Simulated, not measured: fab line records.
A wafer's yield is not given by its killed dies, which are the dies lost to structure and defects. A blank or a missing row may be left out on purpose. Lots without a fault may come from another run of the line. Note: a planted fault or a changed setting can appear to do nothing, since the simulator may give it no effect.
Chamber matching / flow nand_harc / 4 sister chambers for NHARC_A_CHANNEL_HOLE_D1_ETCH_38 on rie_diel-05
The step etches the open film in CF4, target depth 39 nm, time 65 s. 4 wafers are shown with their chamber, then 8 later ones without.

EACH WAFER AND ITS CHAMBER
wafer=L843.1; chamber=1; showerhead_plenum_p_Torr (Torr)=1.86
wafer=L847.1; chamber=0; showerhead_plenum_p_Torr (Torr)=1.79
wafer=L847.6; chamber=3; showerhead_plenum_p_Torr (Torr)=1.83
wafer=L849.1; chamber=2; showerhead_plenum_p_Torr (Torr)=1.71

WAFERS WITHOUT THEIR CHAMBER
wafer=L849.4; showerhead_plenum_p_Torr (Torr)=1.83
wafer=L849.5; showerhead_plenum_p_Torr (Torr)=1.83
wafer=L852.2; showerhead_plenum_p_Torr (Torr)=1.79
wafer=L852.3; showerhead_plenum_p_Torr (Torr)=1.83
wafer=L852.4; showerhead_plenum_p_Torr (Torr)=1.71
wafer=L856.1; showerhead_plenum_p_Torr (Torr)=1.85
wafer=L856.3; showerhead_plenum_p_Torr (Torr)=1.83
wafer=L856.5; showerhead_plenum_p_Torr (Torr)=1.83

CHAMBER TAKEN BY EACH
wafer=L849.4; from the rows above=3; in truth=3
wafer=L849.5; from the rows above=3; in truth=3
wafer=L852.2; from the rows above=0; in truth=0
wafer=L852.3; from the rows above=3; in truth=3
wafer=L852.4; from the rows above=2; in truth=2
wafer=L856.1; from the rows above=1; in truth=1
wafer=L856.3; from the rows above=3; in truth=3
wafer=L856.5; from the rows above=3; in truth=3
Placed correctly: 8 of 8. Not placeable from these rows: 0. Number placed wrongly: 0.
How it was worked out, from the rows above alone: a wafer's distance from a chamber is the root of the sum, over the readings, of the square of ((its reading less the chamber's mean) divided by the reading's scatter). The wafer belongs to the nearest chamber; if the next one is less than 2 further off, it can't be placed. Each chamber's mean is taken over the wafers shown for it. The scatter: with one shown wafer a chamber, the root of the mean of the squares of how far each hidden wafer lies from its nearest shown one.
